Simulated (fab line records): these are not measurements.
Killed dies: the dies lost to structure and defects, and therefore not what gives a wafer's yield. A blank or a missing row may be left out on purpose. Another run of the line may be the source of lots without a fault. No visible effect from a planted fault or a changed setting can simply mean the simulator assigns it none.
What tool caused it?	flow n5Finfet	37 wafers from 15 lots sampled at 6 of the route's 1938 steps

== WHAT EACH GAUGE READ, for each wafer ==
N5_SD_EPI_N_CD_MEAS_09 targets a cd of 120 nm. Usual: 120.2 nm for cdNm, sd 0.73.
lot	measured	on	cdNm (nm)	flag
L606	day 3 02:59	cdSem-01	120.0 121.1 120.6	
L607	day 3 11:43	cdSem-03	120.0 119.9 118.7	
L608	day 3 11:57	cdSem-03	120.4 120.1	
L609	day 3 23:25	cdSem-02	120.2 120.4 120.3	
L610	day 3 23:35	cdSem-03	120.0 120.1	
L611	day 4 09:10	cdSem-02	120.5 121.4 120.5	
L612	day 4 22:13	cdSem-01	121.0 120.4	
L616	day 5 15:27	cdSem-01	120.9 95.4 119.8	OFF
L617	day 5 22:22	cdSem-02	96.3 96.6	OFF
L619	day 6 10:29	cdSem-01	120.3 96.5	OFF
L622	day 6 23:58	cdSem-03	118.6 119.2	
L624	day 7 13:14	cdSem-02	121.7 121.3	
L625	day 7 18:43	cdSem-03	119.9 119.8 119.2	
L628	day 8 17:35	cdSem-02	119.3 120.8 120.1	
L629	day 8 19:53	cdSem-01	120.1 119.5	

N5_BEOL_M4_RC_MEAS_101. Usual: DIBL_N 36.3 mV/V, standard deviation 1.7; DIBL_P 36.0 mV/V, standard deviation 1.9; IOFF_N 0.156 nA/um, standard deviation 0.028; IOFF_P 0.21 nA/um, standard deviation 0.036; ION_N 675 uA/um, standard deviation 11; ION_P 463 uA/um, standard deviation 7.8; SS_N 71.6 mV/dec, standard deviation 0.59; SS_P 73.2 mV/dec, standard deviation 0.63; VT_N 250 mV, standard deviation 3.1; VT_P -251 mV, standard deviation 3.4.
lot	measured	on	DIBL_N (mV/V)	DIBL_P (mV/V)	IOFF_N (nA/um)	IOFF_P (nA/um)	ION_N (uA/um)	ION_P (uA/um)	SS_N (mV/dec)	SS_P (mV/dec)	VT_N (mV)	VT_P (mV)	flag
L606	day 7 17:58	prober-02	32.5 34.3 35.5	34.3 35.3 36.1	0.114 0.124 0.148	0.16 0.17 0.19	661 671 671	455 459 457	71.2 71.5 72.2	72.2 72.8 73.0	252 251 248	-255 -252 -252	
L607	day 8 00:58	prober-02	38.5 36.1 36.6	37.8 35.7 36.2	0.187 0.158 0.158	0.21 0.18 0.18	682 674 679	458 456 460	71.5 71.3 71.3	73.8 73.2 73.7	246 247 248	-252 -253 -253	
L608	day 8 07:28	prober-01	36.3 35.4	36.5 36.5	0.166 0.161	0.22 0.21	681 682	471 468	72.3 72.3	73.6 72.4	250 246	-249 -252	
L609	day 8 16:44	prober-02	38.1 34.3 36.9	37.9 32.5 36.6	0.190 0.127 0.170	0.24 0.17 0.22	682 680 688	470 463 466	71.2 70.5 71.9	73.5 72.5 73.9	248 251 250	-252 -256 -253	
L610	day 9 01:26	prober-01	38.3 36.6	36.7 35.7	0.177 0.146	0.25 0.21	682 673	462 465	72.0 71.5	73.4 73.1	245 249	-245 -248	
L611	day 9 01:55	prober-02	34.2 35.6 36.1	33.5 35.0 34.7	0.128 0.146 0.155	0.19 0.22 0.21	673 661 667	464 457 461	71.0 71.8 71.4	72.3 72.8 72.6	250 252 251	-252 -249 -248	
L612	day 9 12:20	prober-01	36.3 37.5	37.5 37.5	0.164 0.196	0.21 0.22	691 695	468 465	72.1 72.2	73.4 74.0	250 247	-250 -251	
L616	day 10 11:14	prober-02	32.8 35.2	32.7 36.2	0.098 0.135	0.14 0.18	642 683	443 463	70.1 70.9	72.1 72.6	258 252	-257 -253	
L619	day 11 10:50	prober-02	36.5	35.3	0.171	0.25	693	481	72.3	73.4	246	-245	
L622	day 11 15:56	prober-01	40.2 36.7	41.1 37.4	0.209 0.144	0.23 0.17	693 678	466 462	72.1 70.8	74.6 72.9	249 253	-250 -254	
L624	day 12 08:28	prober-01	37.2 37.4	37.6 36.7	0.184 0.170	0.22 0.21	696 676	467 463	72.2 71.3	74.1 73.6	248 248	-251 -248	
L625	day 12 16:44	prober-02	34.3 35.0 38.6	33.0 33.9 39.0	0.118 0.126 0.200	0.17 0.17 0.26	655 660 683	451 457 467	70.8 71.0 71.6	72.6 72.8 74.1	254 254 245	-255 -253 -248	
L628	day 13 15:16	prober-01	32.7 35.5 33.7	32.4 37.1 34.0	0.120 0.155 0.130	0.14 0.19 0.16	667 666 675	453 458 455	71.0 71.5 70.1	72.6 73.3 72.8	255 254 254	-255 -253 -254	
L629	day 14 08:32	prober-01	36.5 41.0	35.5 40.2	0.142 0.249	0.22 0.32	667 689	466 478	71.1 72.7	72.7 74.6	250 242	-247 -245	

== WHICH TOOL RAN EACH LOT (tool, then ch and the chambers of the sampled wafers, then the start) ==
lot	N5_DUMMY_GATE_ETCH_31	N5_DUMMY_GATE_ETCH_42	N5_DUMMY_GATE_STRIP_48	N5_SD_EPI_N_PEB_07
L606	rieDiel-06 ch 0,2,3, day 3 00:57	rieDiel-06 ch 0,2, day 3 01:27	rieDiel-06 ch 0,2, day 3 01:30	lithoTrack-03 ch 0, day 3 02:55
L607	rieDiel-04 ch 1,2,3, day 3 10:07	rieDiel-03 ch 1,3, day 3 10:37	rieDiel-03 ch 1,3, day 3 10:40	lithoTrack-02 ch 0, day 3 11:40
L608	rieDiel-03 ch 2, day 3 10:09	rieDiel-03 ch 2, day 3 10:43	rieDiel-03 ch 2, day 3 10:46	lithoTrack-02 ch 0, day 3 11:53
L609	rieDiel-06 ch 1,2,3, day 3 21:41	rieDiel-06 ch 0,2,3, day 3 22:11	rieDiel-06 ch 0,2,3, day 3 22:14	lithoTrack-02 ch 0, day 3 23:21
L610	rieDiel-03 ch 0, day 3 21:43	rieDiel-03 ch 0,3, day 3 22:13	rieDiel-03 ch 0,3, day 3 22:17	lithoTrack-03 ch 0, day 3 23:31
L611	rieDiel-03 ch 1,2,3, day 4 07:26	rieDiel-04 ch 0,1,3, day 4 07:55	rieDiel-04 ch 0,1,3, day 4 07:58	lithoTrack-03 ch 0, day 4 09:06
L612	rieDiel-03 ch 1,3, day 4 19:27	rieDiel-04 ch 0,1, day 4 20:03	rieDiel-04 ch 0,1, day 4 20:05	lithoTrack-03 ch 0, day 4 22:10
L616	rieDiel-06 ch 2,3, day 5 13:49	rieDiel-04 ch 0,1, day 5 14:19	rieDiel-04 ch 0,1, day 5 14:22	lithoTrack-02 ch 0, day 5 15:23
L617	rieDiel-04 ch 2, day 5 20:34	rieDiel-04 ch 1,3, day 5 21:07	rieDiel-04 ch 1,3, day 5 21:10	lithoTrack-02 ch 0, day 5 22:18
L619	rieDiel-06 ch 0,3, day 6 08:52	rieDiel-03 ch 1,3, day 6 09:22	rieDiel-03 ch 1,3, day 6 09:25	lithoTrack-02 ch 0, day 6 10:25
L622	rieDiel-03 ch 1,3, day 6 22:14	rieDiel-03 ch 1,2, day 6 22:44	rieDiel-03 ch 1,2, day 6 22:47	lithoTrack-01 ch 0, day 6 23:53
L624	rieDiel-03 ch 1,2, day 7 11:22	rieDiel-06 ch 1,2, day 7 12:03	rieDiel-06 ch 1,2, day 7 12:06	lithoTrack-03 ch 0, day 7 13:11
L625	rieDiel-06 ch 1,2,3, day 7 17:07	rieDiel-03 ch 0,1,2, day 7 17:38	rieDiel-03 ch 0,1,2, day 7 17:41	lithoTrack-01 ch 0, day 7 18:40
L628	rieDiel-06 ch 0,1,2, day 8 14:05	rieDiel-03 ch 1,2,3, day 8 14:34	rieDiel-03 ch 1,2,3, day 8 14:37	lithoTrack-03 ch 0, day 8 17:31
L629	rieDiel-06 ch 3, day 8 17:34	rieDiel-06 ch 2,3, day 8 18:03	rieDiel-06 ch 2,3, day 8 18:06	lithoTrack-02 ch 0, day 8 19:50
- N5_DUMMY_GATE_ETCH_31: etches SiO2 in C4F6/O2, target depth 82.5 nm, time 27.5 s.
- N5_DUMMY_GATE_ETCH_42: etches SiO2 in CHF3/O2, target depth 3.5 nm, time 31 s.
- N5_DUMMY_GATE_STRIP_48: strips in N2/H2, time 20 s.
- N5_SD_EPI_N_PEB_07: peb time 60 s.

== AS READ BY THE TOOLS THEMSELVES (means over the sampled wafers that have a number; for cases with no such wafer, the mark the record gives instead) ==
N5_DUMMY_GATE_ETCH_31. Usual: drypumpMotorCurrentA 5.7 A, standard deviation 0.56; oes_f_703_au 0.79 a.u., standard deviation 0.1; oesProductAu 0.78 a.u., standard deviation 0.11; rfVppV 666 V, standard deviation 13; showerheadPlenumPTorr 2.87 Torr, standard deviation 0.11; throttleValvePct 21.14 %, standard deviation 0.18.
lot	tool	drypumpMotorCurrentA (A)	oes_f_703_au (a.u.)	oesProductAu (a.u.)	rfVppV (V)	showerheadPlenumPTorr (Torr)	throttleValvePct (%)	flag
L606	rieDiel-06	5.8	0.73	0.72	671	2.88	21.12	
L607	rieDiel-04	5.2	0.71	0.71	659	2.87	21.17	
L608	rieDiel-03	5.1	0.73	0.72	680	2.73	21.29	
L609	rieDiel-06	6.1	0.75	0.73	660	2.87	21.08	
L610	rieDiel-03	5.9	0.69	0.69	650	2.70	21.15	
L611	rieDiel-03	5.6	0.72	0.72	666	2.79	21.30	
L612	rieDiel-03	5.8	0.72	0.73	658	2.82	21.31	
L616	rieDiel-06	5.7	0.73	0.71	664	2.83	21.03	
L617	rieDiel-04	5.4	0.98	0.96	654	3.04	21.04	
L619	rieDiel-06	6.0	0.86	0.87	674	2.90	21.01	
L622	rieDiel-03	5.8	0.84	0.85	664	2.99	21.16	
L624	rieDiel-03	5.2	0.73	0.72	680	2.83	21.23	
L625	rieDiel-06	6.1	0.81	0.80	661	2.86	21.00	
L628	rieDiel-06	6.1	0.84	0.85	667	2.88	21.00	
L629	rieDiel-06	6.0	0.78	0.77	663	2.86	21.04	

N5_DUMMY_GATE_ETCH_42. Usual: drypumpMotorCurrentA 5.8 A, standard deviation 0.56; oes_f_703_au 0.79 a.u., standard deviation 0.11; oesProductAu 0.79 a.u., standard deviation 0.11; rfVppV 42.6 V, standard deviation 0.97; showerheadPlenumPTorr 2.44 Torr, standard deviation 0.092; throttleValvePct 18.76 %, standard deviation 0.19.
lot	tool	drypumpMotorCurrentA (A)	oes_f_703_au (a.u.)	oesProductAu (a.u.)	rfVppV (V)	showerheadPlenumPTorr (Torr)	throttleValvePct (%)	flag
L606	rieDiel-06	5.8	0.68	0.67	42.8	2.45	18.87	
L607	rieDiel-03	5.7	0.74	0.74	42.7	2.43	18.89	
L608	rieDiel-03	5.1	0.72	0.72	43.8	2.31	18.92	
L609	rieDiel-06	5.8	0.73	0.72	43.1	2.43	18.76	
L610	rieDiel-03	6.1	0.69	0.69	41.4	2.29	18.98	
L611	rieDiel-04	5.5	0.77	0.78	42.4	2.48	18.76	
L612	rieDiel-04	5.6	0.81	0.82	43.2	2.48	18.71	
L616	rieDiel-04	5.8	0.83	0.84	42.9	2.46	18.76	
L617	rieDiel-04	5.0	0.82	0.84	42.0	2.49	18.53	
L619	rieDiel-03	5.8	0.85	0.86	42.6	2.53	18.77	
L622	rieDiel-03	5.2	0.72	0.73	43.3	2.40	18.87	
L624	rieDiel-06	6.2	0.83	0.82	42.0	2.42	18.61	
L625	rieDiel-03	5.5	0.81	0.82	43.1	2.45	18.77	
L628	rieDiel-03	5.6	0.79	0.78	43.0	2.45	18.87	
L629	rieDiel-06	5.7	0.84	0.84	43.0	2.40	18.50	

N5_DUMMY_GATE_STRIP_48. Usual: biasPowerW 3.001 W, standard deviation 0.0096; drypumpMotorCurrentA 5.8 A, standard deviation 0.56; oesProductAu 0.79 a.u., standard deviation 0.11; rfVppV 45.4 V, standard deviation 0.93; showerheadPlenumPTorr 3.42 Torr, standard deviation 0.14; tempC 40.00 C, standard deviation 0.11; throttleValvePct 12.22 %, standard deviation 0.27.
lot	tool	biasPowerW (W)	drypumpMotorCurrentA (A)	oesProductAu (a.u.)	rfVppV (V)	showerheadPlenumPTorr (Torr)	tempC (C)	throttleValvePct (%)	flag
L606	rieDiel-06	3.009	5.8	0.68	46.4	3.44	39.98	12.41	
L607	rieDiel-03	3.004	5.7	0.74	46.0	3.43	40.01	12.48	
L608	rieDiel-03	2.990	5.1	0.73	45.2	3.22	40.22	12.29	
L609	rieDiel-06	3.005	5.8	0.71	45.6	3.41	40.00	12.28	
L610	rieDiel-03	3.002	6.1	0.68	45.3	3.20	39.96	12.47	
L611	rieDiel-04	3.001	5.6	0.79	46.1	3.47	39.95	12.20	
L612	rieDiel-04	3.006	5.6	0.83	46.0	3.46	40.05	12.13	
L616	rieDiel-04	2.998	5.8	0.85	45.5	3.45	39.93	12.12	
L617	rieDiel-04	2.998	5.1	0.83	46.2	3.47	39.89	11.96	
L619	rieDiel-03	2.999	5.8	0.88	46.2	3.56	40.03	12.24	
L622	rieDiel-03	3.010	5.2	0.72	45.6	3.37	39.94	12.41	
L624	rieDiel-06	3.006	6.2	0.81	46.5	3.42	39.92	12.12	
L625	rieDiel-03	2.998	5.5	0.82	45.2	3.43	39.97	12.21	
L628	rieDiel-03	3.003	5.6	0.78	45.0	3.44	40.14	12.32	
L629	rieDiel-06	2.993	5.8	0.84	45.1	3.37	40.06	11.93	

N5_SD_EPI_N_PEB_07. Usual: 175.2 W for heaterPowerTotalW, sd 1.6.
lot	tool	heaterPowerTotalW (W)	flag
L606	lithoTrack-03	174.7	
L607	lithoTrack-02	173.6	
L608	lithoTrack-02	175.4	
L609	lithoTrack-02	173.8	
L610	lithoTrack-03	173.5	
L611	lithoTrack-03	176.1	
L612	lithoTrack-03	173.9	
L616	lithoTrack-02	202.3	OFF
L617	lithoTrack-02	255.8	OFF
L619	lithoTrack-02	217.1	OFF
L622	lithoTrack-01	176.2	
L624	lithoTrack-03	174.2	
L625	lithoTrack-01	174.5	
L628	lithoTrack-03	175.6	
L629	lithoTrack-02	176.1	

== THE ANSWER, worked out from the rows above alone ==
Rule: a lot is off if the mean of its wafers that have a number lies more than 3 standard deviations from the usual mean. A lot without any number at a reading at which 4 lots or more have one is off too. All remaining lots with rows at the step are treated as sound. First the gauges in route order, then the tools' own readings, where a lot's mean is used as printed above. At the first step where some lot is off, the reading lying furthest off is the one used; lots without a number count as furthest.
Off: L616, L617, L619 (N5_SD_EPI_N_CD_MEAS_09, cdNm).
A tool fits if, at a process step before that reading, it ran every lot that is off, and no sound lot after the first of them. The gauges at N5_SD_EPI_N_CD_MEAS_09 aren't tried: what is off there is off at N5_SD_EPI_N_PEB_07 too, on other tools, and a gauge's error can't cause that. Not one of the candidates tried fits.

== WHAT THE SIMULATOR HAD INSERTED ==
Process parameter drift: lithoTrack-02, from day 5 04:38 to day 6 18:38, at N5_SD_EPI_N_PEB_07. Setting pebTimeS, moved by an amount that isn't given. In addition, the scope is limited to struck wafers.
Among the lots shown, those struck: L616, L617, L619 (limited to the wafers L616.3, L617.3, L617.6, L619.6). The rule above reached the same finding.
